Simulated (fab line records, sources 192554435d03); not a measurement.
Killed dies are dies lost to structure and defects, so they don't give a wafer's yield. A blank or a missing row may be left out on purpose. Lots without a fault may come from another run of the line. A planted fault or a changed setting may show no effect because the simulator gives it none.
Chamber matching | flow n5_finfet | N5_SD_EPI_P_ETCH_16 on rie_diel-04: 4 sister chambers
The step etches SiO2 in CHF3/O2, target depth 5 nm. 8 wafers are shown with their chamber, then 7 later ones without.

WAFERS WITH THEIR CHAMBER
wafer  | chamber | drypump_motor_current_A (A) | showerhead_plenum_p_Torr (Torr)
L075.6 | 3       | 5.1                         | 2.32
L076.1 | 0       | 5.8                         | 2.37
L081.5 | 3       | 5.2                         | 2.31
L090.2 | 2       | 6.2                         | 2.47
L090.4 | 1       | 5.7                         | 2.23
L090.5 | 1       | 5.7                         | 2.23
L094.1 | 0       | 5.8                         | 2.36
L094.4 | 2       | 6.2                         | 2.47

WAFERS WITHOUT THEIR CHAMBER
wafer  | drypump_motor_current_A (A) | showerhead_plenum_p_Torr (Torr)
L094.5 | 5.6                         | 2.23
L095.1 | 5.7                         | 2.23
L095.3 | 5.8                         | 2.36
L095.4 | 6.2                         | 2.46
L096.3 | 5.2                         | 2.30
L096.4 | 5.7                         | 2.23
L096.6 | 5.2                         | 2.30

WHICH CHAMBER EACH WENT THROUGH
wafer  | from the rows above | in truth
L094.5 | 1                   | 1
L095.1 | 1                   | 1
L095.3 | 0                   | 0
L095.4 | 2                   | 2
L096.3 | 3                   | 3
L096.4 | 1                   | 1
L096.6 | 3                   | 3
Placed correctly: 7 of 7. Can't be placed from these rows: 0. Placed wrongly: 0.
How it was worked out, from the rows above alone: a wafer's distance from a chamber is the root of the sum, over the readings, of the square of ((its reading less the chamber's mean) divided by the reading's scatter). The wafer belongs to the nearest chamber; if the next one is less than 2 further off, it can't be placed. A chamber's mean is the mean of its shown wafers. The scatter: the root of (the sum of the squares of (reading less its chamber's mean) over the shown wafers, divided by (wafers less chambers)).
